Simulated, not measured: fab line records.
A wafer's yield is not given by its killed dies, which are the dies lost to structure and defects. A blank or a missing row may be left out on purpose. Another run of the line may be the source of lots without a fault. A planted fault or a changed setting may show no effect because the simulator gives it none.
One fault through the eyes of 2 desks / flow n5Finfet / numbers are kept per desk, each desk with only its own; the story behind them comes last

== TOOL OWNER'S DESK, arfiScanner-03 ==
The tool's own readings at N5_SD_EPI_P_EXPOSE_06 (exposes mask SD P BLK, target cd 240 nm): means of the sampled wafers that have a number, for each lot that ran on this tool. Marked OUT: a lot whose mean sits more than 4 standard deviations from the usual mean, which makes it out of limits; the brackets give that distance.
Columns: A = exposureDoseMJCm2 at N5_SD_EPI_P_EXPOSE_06, usual 39.47
lot=L971; first seen here=day 4 23:59; A=39.51
lot=L976; first seen here=day 6 09:26; A=36.70 (-61) OUT
lot=L979; first seen here=day 6 23:44; A=37.25 (-49) OUT
This desk's finding: out of limits on L976, L979; first on L976, day 6 09:26 (exposureDoseMJCm2 at N5_SD_EPI_P_EXPOSE_06). L971 stayed within limits.

== THE METROLOGY DESK ==
What the gauges read for every lot (on any tool): the sampled wafers with a number, averaged. Marked OUT: a lot whose mean sits more than 4 standard deviations from the usual mean, which makes it out of limits; the brackets give that distance. It has 11 readings, of which 7 appear: the earliest out of limits, and the ones furthest out on some lot.
Columns: A = cdNm at N5_SD_EPI_P_CD_MEAS_09, usual 240.1 nm; B = DIBL_P at N5_BEOL_M4_RC_MEAS_101, usual 36.5 mV/V; C = IOFF_P at N5_BEOL_M4_RC_MEAS_101, usual 0.22 nA/um; D = ION_N at N5_BEOL_M4_RC_MEAS_101, usual 675 uA/um; E = ION_P at N5_BEOL_M4_RC_MEAS_101, usual 463 uA/um; F = SS_N at N5_BEOL_M4_RC_MEAS_101, usual 71.6 mV/dec; G = SS_P at N5_BEOL_M4_RC_MEAS_101, usual 73.4 mV/dec
lot=L971; first seen here=day 5 00:06; A=240.9; B=35.9; C=0.18; D=677; E=468; F=71.0; G=72.6
lot=L976; first seen here=day 6 09:34; A=235.6 (-4.5) OUT; B=34.0; C=0.21; D=685; E=474; F=71.7; G=72.5
lot=L979; first seen here=day 6 23:51; A=235.6 (-4.6) OUT; B=34.9; C=0.18; D=667; E=454; F=71.4; G=74.0
lot=L980; first seen here=day 7 06:59; A=239.8; B=36.0; C=0.19; D=658; E=458; F=71.3; G=73.1
This desk's finding: out of limits on L976, L979; first on L976, day 6 09:34 (cdNm at N5_SD_EPI_P_CD_MEAS_09). L971, L980 stayed within limits.

== ALL TOGETHER ==
The tool owner's desk had the chance to raise an alarm at day 6 09:26 on L976, L979.
The metrology desk could have raised an alarm at day 6 09:34, on L976, L979.
On arfiScanner-03, each named lot ran N5_SD_EPI_P_EXPOSE_06.

== WHAT THE SIMULATOR PUT IN ==
Process parameter drift: arfiScanner-03, from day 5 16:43 on, at N5_SD_EPI_P_EXPOSE_06. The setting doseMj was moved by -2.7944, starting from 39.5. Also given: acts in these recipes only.
Lots struck among those shown: L976, L979.
Fault start to first reading out of limits, in hours, per desk: tool owner, 17; metrology, 17.
